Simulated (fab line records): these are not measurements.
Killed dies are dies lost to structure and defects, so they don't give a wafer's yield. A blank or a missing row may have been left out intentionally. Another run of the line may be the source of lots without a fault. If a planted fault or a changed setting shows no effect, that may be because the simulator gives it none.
The tool behind it: which one? :: flow n5-finfet :: Sampling: 11 lots, 33 wafers, 6 of 1938 route steps

WHAT EACH GAUGE READ, for each wafer
N5_PMOS_HMC_CHANNEL_EPI_THK_MEAS_22. Usual: HMC_CMP_THK gives 54.1 nm (standard deviation 1.3).
lot: L286
measured: day 1 19:53
on: film-metro-01
HMC_CMP_THK (nm): 54.2 54.7 55.9
flag: 

lot: L287
measured: day 2 02:10
on: film-metro-02
HMC_CMP_THK (nm): 54.9 54.4 51.8
flag: 

lot: L288
measured: day 2 07:38
on: film-metro-02
HMC_CMP_THK (nm): 54.0 53.8 54.5
flag: 

lot: L289
measured: day 2 14:02
on: film-metro-02
HMC_CMP_THK (nm): 55.7 54.8 53.5
flag: 

lot: L290
measured: day 2 19:35
on: film-metro-01
HMC_CMP_THK (nm): 52.5 53.7 55.1
flag: 

lot: L299
measured: day 5 02:20
on: film-metro-02
HMC_CMP_THK (nm): 34.8 54.6 53.4
flag: OFF

lot: L300
measured: day 5 07:41
on: film-metro-01
HMC_CMP_THK (nm): 34.7 54.1 55.0
flag: OFF

lot: L301
measured: day 5 14:14
on: film-metro-01
HMC_CMP_THK (nm): 54.8 54.0 54.5
flag: 

lot: L302
measured: day 5 19:46
on: film-metro-01
HMC_CMP_THK (nm): 55.2 52.4 52.1
flag: 

lot: L304
measured: day 6 08:03
on: film-metro-02
HMC_CMP_THK (nm): 54.3 54.1 54.2
flag: 

lot: L305
measured: day 6 15:47
on: film-metro-01
HMC_CMP_THK (nm): 55.3 55.1 55.2
flag: 

N5_BEOL_M4_RC_MEAS_101. Usual: CJ_P 5.72, standard deviation 0.27; DIBL_N 36.4 mV/V, standard deviation 2.7; DIBL_P 36 mV/V, standard deviation 3.2; IOFF_N 0.16 nA/um, standard deviation 0.046; IOFF_P 0.21 nA/um, standard deviation 0.055; IOFF_P_85C 3.7 nA/um, standard deviation 0.82; IOFF_P_LIN 0.100 nA/um, standard deviation 0.02; IOFF_P_LONG 0.000103 nA/um, standard deviation 1.1e-05; ION_N 677 uA/um, standard deviation 15; ION_P 464 uA/um, standard deviation 11; REXT_P 99.9 ohm.um, standard deviation 2.2; RS_NWELL 1037 ohm/sq, standard deviation 6.4; SS_N 71.5 mV/dec, standard deviation 0.79; SS_P 73.3 mV/dec, standard deviation 0.93; VT_N 250 mV, standard deviation 4.1; VT_P -251 mV, standard deviation 4.4; VT_P_LONG -276 mV, standard deviation 3.5.
lot: L286
measured: day 7 20:13
on: prober-01
CJ_P: 5.74 5.40 5.15
DIBL_N (mV/V): 34.9 36.4 39.0
DIBL_P (mV/V): 35 37 41
IOFF_N (nA/um): 0.14 0.18 0.23
IOFF_P (nA/um): 0.22 0.26 0.35
IOFF_P_85C (nA/um): 3.9 4.5 5.8
IOFF_P_LIN (nA/um): 0.110 0.128 0.151
IOFF_P_LONG (nA/um): 0.000119 0.000118 0.000111
ION_N (uA/um): 670 683 690
ION_P (uA/um): 466 472 470
REXT_P (ohm.um): 99.3 100.7 102.2
RS_NWELL (ohm/sq): 1041 1027 1043
SS_N (mV/dec): 72.1 72.4 72.5
SS_P (mV/dec): 73.6 73.2 75.1
VT_N (mV): 251 247 247
VT_P (mV): -247 -245 -240
VT_P_LONG (mV): -269 -270 -270
flag: 

lot: L287
measured: day 7 22:32
on: prober-02
CJ_P: 5.30 5.87 6.25
DIBL_N (mV/V): 37.0 43.5 39.5
DIBL_P (mV/V): 35 44 38
IOFF_N (nA/um): 0.16 0.32 0.22
IOFF_P (nA/um): 0.21 0.42 0.29
IOFF_P_85C (nA/um): 3.7 6.6 4.8
IOFF_P_LIN (nA/um): 0.103 0.169 0.131
IOFF_P_LONG (nA/um): 0.000106 0.000115 0.000123
ION_N (uA/um): 680 733 692
ION_P (uA/um): 467 500 479
REXT_P (ohm.um): 100.3 97.3 98.1
RS_NWELL (ohm/sq): 1032 1040 1032
SS_N (mV/dec): 71.0 72.7 71.5
SS_P (mV/dec): 73.8 76.2 73.5
VT_N (mV): 249 242 244
VT_P (mV): -249 -240 -245
VT_P_LONG (mV): -274 -271 -273
flag: 

lot: L288
measured: day 9 09:14
on: prober-02
CJ_P: 5.85 5.94 5.93
DIBL_N (mV/V): 36.1 37.3 37.3
DIBL_P (mV/V): 36 37 38
IOFF_N (nA/um): 0.15 0.18 0.18
IOFF_P (nA/um): 0.20 0.23 0.24
IOFF_P_85C (nA/um): 3.5 4.0 4.2
IOFF_P_LIN (nA/um): 0.095 0.106 0.111
IOFF_P_LONG (nA/um): 0.000103 0.000105 0.000105
ION_N (uA/um): 674 681 689
ION_P (uA/um): 469 471 474
REXT_P (ohm.um): 99.1 98.1 98.6
RS_NWELL (ohm/sq): 1037 1024 1029
SS_N (mV/dec): 70.7 71.8 71.7
SS_P (mV/dec): 72.6 74.1 73.8
VT_N (mV): 250 247 246
VT_P (mV): -248 -250 -248
VT_P_LONG (mV): -275 -276 -277
flag: 

lot: L289
measured: day 8 21:05
on: prober-01
CJ_P: 5.73 5.50 6.04
DIBL_N (mV/V): 38.3 37.2 35.4
DIBL_P (mV/V): 40 38 36
IOFF_N (nA/um): 0.22 0.19 0.16
IOFF_P (nA/um): 0.36 0.28 0.26
IOFF_P_85C (nA/um): 5.9 4.7 4.5
IOFF_P_LIN (nA/um): 0.157 0.131 0.125
IOFF_P_LONG (nA/um): 0.000135 0.000127 0.000137
ION_N (uA/um): 695 691 682
ION_P (uA/um): 487 478 481
REXT_P (ohm.um): 101.6 104.1 102.6
RS_NWELL (ohm/sq): 1033 1030 1034
SS_N (mV/dec): 72.9 72.2 72.0
SS_P (mV/dec): 73.0 73.6 73.0
VT_N (mV): 242 245 248
VT_P (mV): -239 -242 -243
VT_P_LONG (mV): -267 -268 -269
flag: 

lot: L290
measured: day 9 14:45
on: prober-02
CJ_P: 6.07 5.77 5.63
DIBL_N (mV/V): 31.4 36.5 35.3
DIBL_P (mV/V): 29 36 34
IOFF_N (nA/um): 0.09 0.17 0.14
IOFF_P (nA/um): 0.13 0.21 0.18
IOFF_P_85C (nA/um): 2.3 3.7 3.2
IOFF_P_LIN (nA/um): 0.068 0.100 0.087
IOFF_P_LONG (nA/um): 0.000104 9.9e-05 9.7e-05
ION_N (uA/um): 648 691 677
ION_P (uA/um): 452 470 463
REXT_P (ohm.um): 94.9 96.3 94.9
RS_NWELL (ohm/sq): 1043 1036 1044
SS_N (mV/dec): 69.9 71.7 71.3
SS_P (mV/dec): 71.0 72.6 72.5
VT_N (mV): 256 246 252
VT_P (mV): -257 -249 -253
VT_P_LONG (mV): -278 -276 -276
flag: 

lot: L299
measured: day 11 23:30
on: prober-01
CJ_P: 4.36 5.69 6.02
DIBL_N (mV/V): 34.6 39.2 42.8
DIBL_P (mV/V): 61 41 45
IOFF_N (nA/um): 0.13 0.20 0.29
IOFF_P (nA/um): 1.43 0.24 0.35
IOFF_P_85C (nA/um): 18.4 4.2 5.6
IOFF_P_LIN (nA/um): 0.122 0.110 0.140
IOFF_P_LONG (nA/um): 6.5e-05 9.9e-05 0.000107
ION_N (uA/um): 667 671 698
ION_P (uA/um): 320 459 474
REXT_P (ohm.um): 123.5 99.9 100.4
RS_NWELL (ohm/sq): 1078 1041 1041
SS_N (mV/dec): 71.4 72.4 73.4
SS_P (mV/dec): 91.9 74.0 75.4
VT_N (mV): 254 251 245
VT_P (mV): -259 -249 -246
VT_P_LONG (mV): -286 -276 -276
flag: OFF

lot: L300
measured: day 11 17:33
on: prober-02
CJ_P: 3.50 5.54 5.32
DIBL_N (mV/V): 33.3 38.7 36.7
DIBL_P (mV/V): 167 39 35
IOFF_N (nA/um): 0.12 0.24 0.18
IOFF_P (nA/um): 70.73 0.25 0.19
IOFF_P_85C (nA/um): 478.5 4.2 3.4
IOFF_P_LIN (nA/um): 0.811 0.108 0.090
IOFF_P_LONG (nA/um): 5.4e-05 9.5e-05 9.2e-05
ION_N (uA/um): 656 684 653
ION_P (uA/um): 303 456 445
REXT_P (ohm.um): 128.5 100.7 100.0
RS_NWELL (ohm/sq): 1080 1036 1035
SS_N (mV/dec): 71.3 72.1 72.6
SS_P (mV/dec): 157.5 75.0 73.5
VT_N (mV): 254 244 252
VT_P (mV): -257 -251 -254
VT_P_LONG (mV): -293 -277 -277
flag: OFF

lot: L301
measured: day 12 11:10
on: prober-01
CJ_P: 5.50 5.74 5.72
DIBL_N (mV/V): 34.2 35.1 39.3
DIBL_P (mV/V): 34 34 39
IOFF_N (nA/um): 0.13 0.13 0.24
IOFF_P (nA/um): 0.17 0.17 0.25
IOFF_P_85C (nA/um): 3.0 3.1 4.2
IOFF_P_LIN (nA/um): 0.086 0.088 0.114
IOFF_P_LONG (nA/um): 9.6e-05 0.0001 9.8e-05
ION_N (uA/um): 651 663 680
ION_P (uA/um): 447 452 458
REXT_P (ohm.um): 102.9 102.2 102.1
RS_NWELL (ohm/sq): 1032 1036 1042
SS_N (mV/dec): 71.6 70.4 72.6
SS_P (mV/dec): 73.1 72.6 73.8
VT_N (mV): 251 252 247
VT_P (mV): -252 -252 -247
VT_P_LONG (mV): -277 -275 -278
flag: 

lot: L302
measured: day 12 02:02
on: prober-01
CJ_P: 5.45 6.08 6.08
DIBL_N (mV/V): 36.6 40.7 37.0
DIBL_P (mV/V): 38 43 40
IOFF_N (nA/um): 0.16 0.25 0.16
IOFF_P (nA/um): 0.19 0.26 0.21
IOFF_P_85C (nA/um): 3.4 4.3 3.6
IOFF_P_LIN (nA/um): 0.091 0.109 0.095
IOFF_P_LONG (nA/um): 8.7e-05 9.5e-05 9.7e-05
ION_N (uA/um): 692 694 668
ION_P (uA/um): 463 461 454
REXT_P (ohm.um): 99.9 99.3 100.7
RS_NWELL (ohm/sq): 1036 1035 1033
SS_N (mV/dec): 71.7 72.5 70.8
SS_P (mV/dec): 73.7 74.8 73.7
VT_N (mV): 248 247 254
VT_P (mV): -253 -250 -254
VT_P_LONG (mV): -278 -280 -283
flag: 

lot: L304
measured: day 12 22:44
on: prober-02
CJ_P: 5.49 5.83 5.75
DIBL_N (mV/V): 34.7 37.8 34.3
DIBL_P (mV/V): 35 41 36
IOFF_N (nA/um): 0.13 0.18 0.12
IOFF_P (nA/um): 0.14 0.22 0.16
IOFF_P_85C (nA/um): 2.6 3.7 2.8
IOFF_P_LIN (nA/um): 0.073 0.097 0.077
IOFF_P_LONG (nA/um): 8.7e-05 9e-05 8.9e-05
ION_N (uA/um): 667 671 658
ION_P (uA/um): 445 450 445
REXT_P (ohm.um): 104.5 101.9 102.4
RS_NWELL (ohm/sq): 1032 1028 1028
SS_N (mV/dec): 71.0 72.3 71.2
SS_P (mV/dec): 72.4 73.9 72.7
VT_N (mV): 255 251 254
VT_P (mV): -255 -253 -258
VT_P_LONG (mV): -277 -280 -279
flag: 

lot: L305
measured: day 13 05:12
on: prober-02
CJ_P: 5.66 5.73 5.27
DIBL_N (mV/V): 36.9 37.6 37.0
DIBL_P (mV/V): 38 37 36
IOFF_N (nA/um): 0.17 0.17 0.17
IOFF_P (nA/um): 0.24 0.24 0.22
IOFF_P_85C (nA/um): 4.2 4.0 3.9
IOFF_P_LIN (nA/um): 0.113 0.108 0.104
IOFF_P_LONG (nA/um): 0.000109 0.000107 0.0001
ION_N (uA/um): 689 675 676
ION_P (uA/um): 475 466 454
REXT_P (ohm.um): 97.3 97.0 99.3
RS_NWELL (ohm/sq): 1043 1048 1038
SS_N (mV/dec): 71.3 72.1 71.6
SS_P (mV/dec): 74.3 74.6 74.0
VT_N (mV): 247 249 248
VT_P (mV): -247 -248 -247
VT_P_LONG (mV): -273 -273 -273
flag: 

WHICH TOOL RAN EACH LOT (tool, then ch and the chambers of the sampled wafers, then the start)
lot: L286
N5_PMOS_HMC_CHANNEL_EPI_ETCH_32: rie-diel-05 ch 0,2,3, day 1 17:16
N5_PMOS_HMC_CHANNEL_EPI_EPI_20: epi-rpcvd-03 ch 0, day 1 17:51
N5_PMOS_HMC_CHANNEL_EPI_CMP_21: cmp-04 ch 1,2,3, day 1 19:36
N5_FIN_SAQP_PECVD_06: pecvd-03 ch 1,2, day 1 21:10

lot: L287
N5_PMOS_HMC_CHANNEL_EPI_ETCH_32: rie-diel-03 ch 1,2,3, day 1 23:29
N5_PMOS_HMC_CHANNEL_EPI_EPI_20: epi-rpcvd-02 ch 0, day 2 00:05
N5_PMOS_HMC_CHANNEL_EPI_CMP_21: cmp-01 ch 0,1, day 2 01:53
N5_FIN_SAQP_PECVD_06: pecvd-02 ch 0,1, day 2 04:34

lot: L288
N5_PMOS_HMC_CHANNEL_EPI_ETCH_32: rie-diel-05 ch 0,1,3, day 2 05:23
N5_PMOS_HMC_CHANNEL_EPI_EPI_20: epi-rpcvd-04 ch 0, day 2 06:35
N5_PMOS_HMC_CHANNEL_EPI_CMP_21: cmp-04 ch 0,2,3, day 2 07:25
N5_FIN_SAQP_PECVD_06: pecvd-01 ch 0,1,2, day 2 08:55

lot: L289
N5_PMOS_HMC_CHANNEL_EPI_ETCH_32: rie-diel-03 ch 0,1,2, day 2 11:47
N5_PMOS_HMC_CHANNEL_EPI_EPI_20: epi-rpcvd-03 ch 0, day 2 12:47
N5_PMOS_HMC_CHANNEL_EPI_CMP_21: cmp-02 ch 0,3, day 2 13:44
N5_FIN_SAQP_PECVD_06: pecvd-02 ch 0,1, day 2 15:20

lot: L290
N5_PMOS_HMC_CHANNEL_EPI_ETCH_32: rie-diel-05 ch 0,1,3, day 2 17:22
N5_PMOS_HMC_CHANNEL_EPI_EPI_20: epi-rpcvd-02 ch 0, day 2 17:58
N5_PMOS_HMC_CHANNEL_EPI_CMP_21: cmp-02 ch 0,2,3, day 2 19:18
N5_FIN_SAQP_PECVD_06: pecvd-01 ch 0,1,2, day 2 21:02

lot: L299
N5_PMOS_HMC_CHANNEL_EPI_ETCH_32: rie-diel-05 ch 0,1,3, day 5 00:06
N5_PMOS_HMC_CHANNEL_EPI_EPI_20: epi-rpcvd-02 ch 0, day 5 00:54
N5_PMOS_HMC_CHANNEL_EPI_CMP_21: cmp-04 ch 0,1,2, day 5 02:03
N5_FIN_SAQP_PECVD_06: pecvd-01 ch 0,1,2, day 5 03:34

lot: L300
N5_PMOS_HMC_CHANNEL_EPI_ETCH_32: rie-diel-05 ch 1,2,3, day 5 05:22
N5_PMOS_HMC_CHANNEL_EPI_EPI_20: epi-rpcvd-02 ch 0, day 5 06:10
N5_PMOS_HMC_CHANNEL_EPI_CMP_21: cmp-02 ch 0,2, day 5 07:26
N5_FIN_SAQP_PECVD_06: pecvd-03 ch 0,2, day 5 08:55

lot: L301
N5_PMOS_HMC_CHANNEL_EPI_ETCH_32: rie-diel-03 ch 1,3, day 5 11:58
N5_PMOS_HMC_CHANNEL_EPI_EPI_20: epi-rpcvd-03 ch 0, day 5 12:36
N5_PMOS_HMC_CHANNEL_EPI_CMP_21: cmp-04 ch 0,2,3, day 5 13:56
N5_FIN_SAQP_PECVD_06: pecvd-01 ch 0,1,2, day 5 15:50

lot: L302
N5_PMOS_HMC_CHANNEL_EPI_ETCH_32: rie-diel-03 ch 0,2,3, day 5 17:20
N5_PMOS_HMC_CHANNEL_EPI_EPI_20: epi-rpcvd-04 ch 0, day 5 18:20
N5_PMOS_HMC_CHANNEL_EPI_CMP_21: cmp-01 ch 0,1,2, day 5 19:31
N5_FIN_SAQP_PECVD_06: pecvd-01 ch 0,2, day 5 21:01

lot: L304
N5_PMOS_HMC_CHANNEL_EPI_ETCH_32: rie-diel-02 ch 2,3, day 6 05:46
N5_PMOS_HMC_CHANNEL_EPI_EPI_20: epi-rpcvd-03 ch 0, day 6 06:34
N5_PMOS_HMC_CHANNEL_EPI_CMP_21: cmp-02 ch 0,1,2, day 6 07:45
N5_FIN_SAQP_PECVD_06: pecvd-01 ch 0,2, day 6 09:17

lot: L305
N5_PMOS_HMC_CHANNEL_EPI_ETCH_32: rie-diel-02 ch 0,1,2, day 6 12:13
N5_PMOS_HMC_CHANNEL_EPI_EPI_20: epi-rpcvd-04 ch 0, day 6 14:21
N5_PMOS_HMC_CHANNEL_EPI_CMP_21: cmp-02 ch 0,1,2, day 6 15:36
N5_FIN_SAQP_PECVD_06: pecvd-03 ch 0,2, day 6 17:07
- N5_PMOS_HMC_CHANNEL_EPI_ETCH_32: etches BARC in N2/H2, stops on SiO2, target depth 85.8 nm, time 50.3 s.
- N5_PMOS_HMC_CHANNEL_EPI_EPI_20: deposits SiGe30, target thk 59 nm.
- N5_PMOS_HMC_CHANNEL_EPI_CMP_21: polishes SiGe30, target thk 54 nm.
- N5_FIN_SAQP_PECVD_06: deposits a-Si from SiH4/He, target thk 60 nm, time 48.1 s.

AS READ BY THE TOOLS THEMSELVES (means over the sampled wafers that have a number; for cases with no such wafer, the mark the record gives instead)
N5_PMOS_HMC_CHANNEL_EPI_ETCH_32. Usual: chamber-pressure-mTorr 30.000 mTorr (standard deviation 0.028); drypump-motor-current-A 5.9 A (standard deviation 0.53); oes-product-au 0.64 a.u. (standard deviation 0.046); rf-fwd-power-W 833 W (standard deviation 3.2); rf-vpp-V 524.5 V (standard deviation 2.3); showerhead-plenum-p-Torr 2.57 Torr (standard deviation 0.084); throttle-valve-pct 17.92 % (standard deviation 0.24).
lot: L286
tool: rie-diel-05
chamber-pressure-mTorr (mTorr): 29.979
drypump-motor-current-A (A): 6.4
oes-product-au (a.u.): 0.68
rf-fwd-power-W (W): 829
rf-vpp-V (V): 524.0
showerhead-plenum-p-Torr (Torr): 2.56
throttle-valve-pct (%): 17.82
flag: 

lot: L287
tool: rie-diel-03
chamber-pressure-mTorr (mTorr): 29.983
drypump-motor-current-A (A): 5.4
oes-product-au (a.u.): 0.65
rf-fwd-power-W (W): 832
rf-vpp-V (V): 525.5
showerhead-plenum-p-Torr (Torr): 2.61
throttle-valve-pct (%): 18.06
flag: 

lot: L288
tool: rie-diel-05
chamber-pressure-mTorr (mTorr): 29.976
drypump-motor-current-A (A): 5.9
oes-product-au (a.u.): 0.65
rf-fwd-power-W (W): 835
rf-vpp-V (V): 524.6
showerhead-plenum-p-Torr (Torr): 2.58
throttle-valve-pct (%): 17.86
flag: 

lot: L289
tool: rie-diel-03
chamber-pressure-mTorr (mTorr): 29.998
drypump-motor-current-A (A): 5.7
oes-product-au (a.u.): 0.62
rf-fwd-power-W (W): 831
rf-vpp-V (V): 524.0
showerhead-plenum-p-Torr (Torr): 2.56
throttle-valve-pct (%): 18.24
flag: 

lot: L290
tool: rie-diel-05
chamber-pressure-mTorr (mTorr): 29.984
drypump-motor-current-A (A): 5.9
oes-product-au (a.u.): 0.65
rf-fwd-power-W (W): 833
rf-vpp-V (V): 524.9
showerhead-plenum-p-Torr (Torr): 2.58
throttle-valve-pct (%): 17.87
flag: 

lot: L299
tool: rie-diel-05
chamber-pressure-mTorr (mTorr): 30.007
drypump-motor-current-A (A): 5.9
oes-product-au (a.u.): 0.64
rf-fwd-power-W (W): 833
rf-vpp-V (V): 524.4
showerhead-plenum-p-Torr (Torr): 2.57
throttle-valve-pct (%): 17.89
flag: 

lot: L300
tool: rie-diel-05
chamber-pressure-mTorr (mTorr): 30.008
drypump-motor-current-A (A): 5.9
oes-product-au (a.u.): 0.64
rf-fwd-power-W (W): 834
rf-vpp-V (V): 525.6
showerhead-plenum-p-Torr (Torr): 2.60
throttle-valve-pct (%): 17.94
flag: 

lot: L301
tool: rie-diel-03
chamber-pressure-mTorr (mTorr): 30.001
drypump-motor-current-A (A): 5.0
oes-product-au (a.u.): 0.65
rf-fwd-power-W (W): 836
rf-vpp-V (V): 525.5
showerhead-plenum-p-Torr (Torr): 2.61
throttle-valve-pct (%): 17.96
flag: 

lot: L302
tool: rie-diel-03
chamber-pressure-mTorr (mTorr): 30.009
drypump-motor-current-A (A): 5.6
oes-product-au (a.u.): 0.61
rf-fwd-power-W (W): 835
rf-vpp-V (V): 525.7
showerhead-plenum-p-Torr (Torr): 2.59
throttle-valve-pct (%): 18.23
flag: 

lot: L304
tool: rie-diel-02
chamber-pressure-mTorr (mTorr): 30.000
drypump-motor-current-A (A): 6.1
oes-product-au (a.u.): 0.60
rf-fwd-power-W (W): 831
rf-vpp-V (V): 523.8
showerhead-plenum-p-Torr (Torr): 2.56
throttle-valve-pct (%): 17.89
flag: 

lot: L305
tool: rie-diel-02
chamber-pressure-mTorr (mTorr): 30.003
drypump-motor-current-A (A): 5.8
oes-product-au (a.u.): 0.65
rf-fwd-power-W (W): 832
rf-vpp-V (V): 523.1
showerhead-plenum-p-Torr (Torr): 2.54
throttle-valve-pct (%): 17.69
flag: 

N5_PMOS_HMC_CHANNEL_EPI_EPI_20. Usual: susceptor-temp-C at 600.10 C, with a standard deviation of 0.28.
lot: L286
tool: epi-rpcvd-03
susceptor-temp-C (C): 600.33
flag: 

lot: L287
tool: epi-rpcvd-02
susceptor-temp-C (C): 600.19
flag: 

lot: L288
tool: epi-rpcvd-04
susceptor-temp-C (C): 600.35
flag: 

lot: L289
tool: epi-rpcvd-03
susceptor-temp-C (C): 600.29
flag: 

lot: L290
tool: epi-rpcvd-02
susceptor-temp-C (C): 599.70
flag: 

lot: L299
tool: epi-rpcvd-02
susceptor-temp-C (C): 600.02
flag: 

lot: L300
tool: epi-rpcvd-02
susceptor-temp-C (C): 600.14
flag: 

lot: L301
tool: epi-rpcvd-03
susceptor-temp-C (C): 600.00
flag: 

lot: L302
tool: epi-rpcvd-04
susceptor-temp-C (C): 600.03
flag: 

lot: L304
tool: epi-rpcvd-03
susceptor-temp-C (C): 600.28
flag: 

lot: L305
tool: epi-rpcvd-04
susceptor-temp-C (C): 600.14
flag: 

N5_PMOS_HMC_CHANNEL_EPI_CMP_21. Usual: edge-zone-pressure-frac 1.000, standard deviation 0.0042; motor-current-A 11.7 A, standard deviation 1.3.
lot: L286
tool: cmp-04
edge-zone-pressure-frac: 1.002
motor-current-A (A): 12.0
flag: 

lot: L287
tool: cmp-01
edge-zone-pressure-frac: 0.994
motor-current-A (A): 10.9
flag: 

lot: L288
tool: cmp-04
edge-zone-pressure-frac: 0.998
motor-current-A (A): 12.5
flag: 

lot: L289
tool: cmp-02
edge-zone-pressure-frac: 1.002
motor-current-A (A): 11.6
flag: 

lot: L290
tool: cmp-02
edge-zone-pressure-frac: 0.998
motor-current-A (A): 11.3
flag: 

lot: L299
tool: cmp-04
edge-zone-pressure-frac: 0.999
motor-current-A (A): 11.9
flag: 

lot: L300
tool: cmp-02
edge-zone-pressure-frac: 0.996
motor-current-A (A): 11.2
flag: 

lot: L301
tool: cmp-04
edge-zone-pressure-frac: 1.002
motor-current-A (A): 12.4
flag: 

lot: L302
tool: cmp-01
edge-zone-pressure-frac: 0.999
motor-current-A (A): 11.5
flag: 

lot: L304
tool: cmp-02
edge-zone-pressure-frac: 0.998
motor-current-A (A): 12.1
flag: 

lot: L305
tool: cmp-02
edge-zone-pressure-frac: 1.002
motor-current-A (A): 12.1
flag: 

N5_FIN_SAQP_PECVD_06. Usual: heater-power-w 835 W, standard deviation 96; rf-fwd-power-W 99.2 W, standard deviation 0.36; showerhead-plenum-p-Torr 5.66 Torr, standard deviation 0.042; susceptor-temp-C 400.03 C, standard deviation 0.23; throttle-valve-pct 18.0 %, standard deviation 0.81.
lot: L286
tool: pecvd-03
heater-power-w (W): 828
rf-fwd-power-W (W): 99.4
showerhead-plenum-p-Torr (Torr): 5.63
susceptor-temp-C (C): 399.92
throttle-valve-pct (%): 17.9
flag: 

lot: L287
tool: pecvd-02
heater-power-w (W): 794
rf-fwd-power-W (W): 99.2
showerhead-plenum-p-Torr (Torr): 5.65
susceptor-temp-C (C): 400.05
throttle-valve-pct (%): 18.8
flag: 

lot: L288
tool: pecvd-01
heater-power-w (W): 881
rf-fwd-power-W (W): 99.3
showerhead-plenum-p-Torr (Torr): 5.67
susceptor-temp-C (C): 400.13
throttle-valve-pct (%): 17.7
flag: 

lot: L289
tool: pecvd-02
heater-power-w (W): 782
rf-fwd-power-W (W): 99.4
showerhead-plenum-p-Torr (Torr): 5.64
susceptor-temp-C (C): 400.20
throttle-valve-pct (%): 19.0
flag: 

lot: L290
tool: pecvd-01
heater-power-w (W): 861
rf-fwd-power-W (W): 99.3
showerhead-plenum-p-Torr (Torr): 5.66
susceptor-temp-C (C): 400.03
throttle-valve-pct (%): 17.7
flag: 

lot: L299
tool: pecvd-01
heater-power-w (W): 899
rf-fwd-power-W (W): 98.6
showerhead-plenum-p-Torr (Torr): 5.67
susceptor-temp-C (C): 399.98
throttle-valve-pct (%): 17.9
flag: 

lot: L300
tool: pecvd-03
heater-power-w (W): 767
rf-fwd-power-W (W): 99.1
showerhead-plenum-p-Torr (Torr): 5.65
susceptor-temp-C (C): 400.21
throttle-valve-pct (%): 17.5
flag: 

lot: L301
tool: pecvd-01
heater-power-w (W): 918
rf-fwd-power-W (W): 99.5
showerhead-plenum-p-Torr (Torr): 5.67
susceptor-temp-C (C): 399.93
throttle-valve-pct (%): 17.8
flag: 

lot: L302
tool: pecvd-01
heater-power-w (W): 836
rf-fwd-power-W (W): 99.1
showerhead-plenum-p-Torr (Torr): 5.68
susceptor-temp-C (C): 400.22
throttle-valve-pct (%): 17.7
flag: 

lot: L304
tool: pecvd-01
heater-power-w (W): 848
rf-fwd-power-W (W): 99.3
showerhead-plenum-p-Torr (Torr): 5.71
susceptor-temp-C (C): 400.13
throttle-valve-pct (%): 17.4
flag: 

lot: L305
tool: pecvd-03
heater-power-w (W): 681
rf-fwd-power-W (W): 99.6
showerhead-plenum-p-Torr (Torr): 5.69
susceptor-temp-C (C): 399.86
throttle-valve-pct (%): 17.5
flag: 

THE ANSWER, worked out from the rows above alone
Rule: a lot counts as off when the mean over its wafers that have a number is more than 3 standard deviations away from the usual mean. A lot without any number at a reading at which 4 lots or more have one is off too. Where the step has rows for the other lots, those lots are counted as sound. After the gauges, taken in route order, come the tools' own readings; for these a lot's mean is taken, as printed above. The first step at which some lot is off is used, and at that step the reading that is off furthest; a lot without a number counts as furthest.
Off: L299, L300, seen at N5_PMOS_HMC_CHANNEL_EPI_THK_MEAS_22 (HMC_CMP_THK).
If a tool, at a process step before that reading, ran all the lots that are off and no sound lot after the first of them, it fits. The gauges at N5_PMOS_HMC_CHANNEL_EPI_THK_MEAS_22 aren't tried: what is off there is off at N5_BEOL_M4_RC_MEAS_101 too, on other tools, and a gauge's error can't cause that. This does not decide it: 2 tools fit, namely rie-diel-05 at N5_PMOS_HMC_CHANNEL_EPI_ETCH_32 and epi-rpcvd-02 at N5_PMOS_HMC_CHANNEL_EPI_EPI_20.

WHAT THE SIMULATOR PUT IN
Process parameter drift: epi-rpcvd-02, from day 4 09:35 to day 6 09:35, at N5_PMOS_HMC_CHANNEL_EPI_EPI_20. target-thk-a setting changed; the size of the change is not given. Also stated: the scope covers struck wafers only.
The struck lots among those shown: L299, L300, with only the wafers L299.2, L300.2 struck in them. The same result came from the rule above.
